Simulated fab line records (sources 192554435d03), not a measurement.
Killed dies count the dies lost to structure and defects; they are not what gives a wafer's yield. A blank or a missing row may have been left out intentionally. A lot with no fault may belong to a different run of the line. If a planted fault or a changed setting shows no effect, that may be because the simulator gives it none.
The tool behind it: which one? / flow n5 finfet / 10 lots, 29 wafers sampled, at 5 steps of a route of 1938

## WHAT THE GAUGES SHOWED, per wafer
N5_BEOL_M6_INSPECT_30: inspects for defects (brightfield).
lot=L187; measured=day 10 00:33; on=defect inspect-02; raw defect count=364 366 471
lot=L191; measured=day 10 20:06; on=defect inspect-01; raw defect count=411 489 342
lot=L193; measured=day 11 00:40; on=defect inspect-01; raw defect count=571 535 514
lot=L192; measured=day 11 04:37; on=defect inspect-01; raw defect count=480 551 407
lot=L194; measured=day 11 11:03; on=defect inspect-02; raw defect count=531 317 578
lot=L199; measured=day 12 15:06; on=defect inspect-02; raw defect count=417 467 523
lot=L200; measured=day 13 06:21; on=defect inspect-01; raw defect count=345 300 1361
lot=L205; measured=day 14 20:17; on=defect inspect-02; raw defect count=549 280 416
lot=L206; measured=day 14 20:05; on=defect inspect-01; raw defect count=374 305
lot=L207; measured=day 15 04:50; on=defect inspect-02; raw defect count=471 556 369

## WHAT TOOL EACH LOT RAN ON (gives the tool, then ch and the chambers of the sampled wafers, and finally the start)
lot=L187; N5_BEOL_M5_ANNEAL_89=pvd sputter-01, day 9 14:46; N5_BEOL_M5_SPUTTER_90=pvd sputter-01, day 9 15:46; N5_BEOL_M6_HM_DEP_02=pvd sputter-02, day 9 20:28; N5_BEOL_M6_ETCH_61=rie diel-01 ch 1,2, day 9 20:58
lot=L191; N5_BEOL_M5_ANNEAL_89=pvd sputter-03, day 10 11:40; N5_BEOL_M5_SPUTTER_90=pvd sputter-03, day 10 12:41; N5_BEOL_M6_HM_DEP_02=pvd sputter-01, day 10 16:25; N5_BEOL_M6_ETCH_61=rie diel-01 ch 0,2, day 10 17:38
lot=L193; N5_BEOL_M5_ANNEAL_89=pvd sputter-03, day 10 18:53; N5_BEOL_M5_SPUTTER_90=pvd sputter-03, day 10 19:53; N5_BEOL_M6_HM_DEP_02=pvd sputter-03, day 10 22:25; N5_BEOL_M6_ETCH_61=rie diel-03 ch 0,2,3, day 10 23:41
lot=L192; N5_BEOL_M5_ANNEAL_89=pvd sputter-02, day 10 20:58; N5_BEOL_M5_SPUTTER_90=pvd sputter-02, day 10 21:58; N5_BEOL_M6_HM_DEP_02=pvd sputter-01, day 11 00:55; N5_BEOL_M6_ETCH_61=rie diel-01 ch 1,2, day 11 01:45
lot=L194; N5_BEOL_M5_ANNEAL_89=pvd sputter-03, day 11 04:32; N5_BEOL_M5_SPUTTER_90=pvd sputter-03, day 11 05:32; N5_BEOL_M6_HM_DEP_02=pvd sputter-03, day 11 08:28; N5_BEOL_M6_ETCH_61=rie diel-03 ch 1,3, day 11 09:44
lot=L199; N5_BEOL_M5_ANNEAL_89=pvd sputter-02, day 12 07:47; N5_BEOL_M5_SPUTTER_90=pvd sputter-02, day 12 08:47; N5_BEOL_M6_HM_DEP_02=pvd sputter-01, day 12 13:08; N5_BEOL_M6_ETCH_61=rie diel-03 ch 1,2, day 12 13:45
lot=L200; N5_BEOL_M5_ANNEAL_89=pvd sputter-01, day 13 00:53; N5_BEOL_M5_SPUTTER_90=pvd sputter-01, day 13 01:53; N5_BEOL_M6_HM_DEP_02=pvd sputter-01, day 13 04:28; N5_BEOL_M6_ETCH_61=rie diel-01 ch 0,1,2, day 13 05:09
lot=L205; N5_BEOL_M5_ANNEAL_89=pvd sputter-02, day 14 10:43; N5_BEOL_M5_SPUTTER_90=pvd sputter-02, day 14 11:44; N5_BEOL_M6_HM_DEP_02=pvd sputter-03, day 14 15:28; N5_BEOL_M6_ETCH_61=rie diel-06 ch 0,2,3, day 14 16:31
lot=L206; N5_BEOL_M5_ANNEAL_89=pvd sputter-01, day 14 10:56; N5_BEOL_M5_SPUTTER_90=pvd sputter-01, day 14 11:28; N5_BEOL_M6_HM_DEP_02=pvd sputter-02, day 14 15:12; N5_BEOL_M6_ETCH_61=rie diel-06 ch 0,2, day 14 15:54
lot=L207; N5_BEOL_M5_ANNEAL_89=pvd sputter-01, day 14 20:20; N5_BEOL_M5_SPUTTER_90=pvd sputter-01, day 14 21:21; N5_BEOL_M6_HM_DEP_02=pvd sputter-02, day 15 00:52; N5_BEOL_M6_ETCH_61=rie diel-03 ch 0,1,3, day 15 01:31
- N5_BEOL_M5_ANNEAL_89: time 1800 s.
- N5_BEOL_M5_SPUTTER_90: material Cu, target thk 4.5 nm, time 8.29 s.
- N5_BEOL_M6_HM_DEP_02: deposits TiN, target thk 20 nm.
- N5_BEOL_M6_ETCH_61: etches SiARC in CF4, target depth 45.5 nm, time 75.8 s.

## THE ANSWER, worked out from the rows above alone
Rule: usual is defined by the lots themselves. Put in order of their means at a reading, lots are off if they are a third of the lots or fewer, leave a main group of 4 or more, and stand apart from it by a gap of 3 or more times the standard deviation of the main group's means; of several such gaps the widest counts. If all means in a main group match to the digits the tables above print for the reading, that group is not used. Also off: a lot with no number at a reading for which 4 or more lots have one. The other lots that the step has rows for count as sound.
No lot is off on any of the readings shown, so nothing can be concluded from this.

## WHAT WAS PUT IN BY THE SIMULATOR
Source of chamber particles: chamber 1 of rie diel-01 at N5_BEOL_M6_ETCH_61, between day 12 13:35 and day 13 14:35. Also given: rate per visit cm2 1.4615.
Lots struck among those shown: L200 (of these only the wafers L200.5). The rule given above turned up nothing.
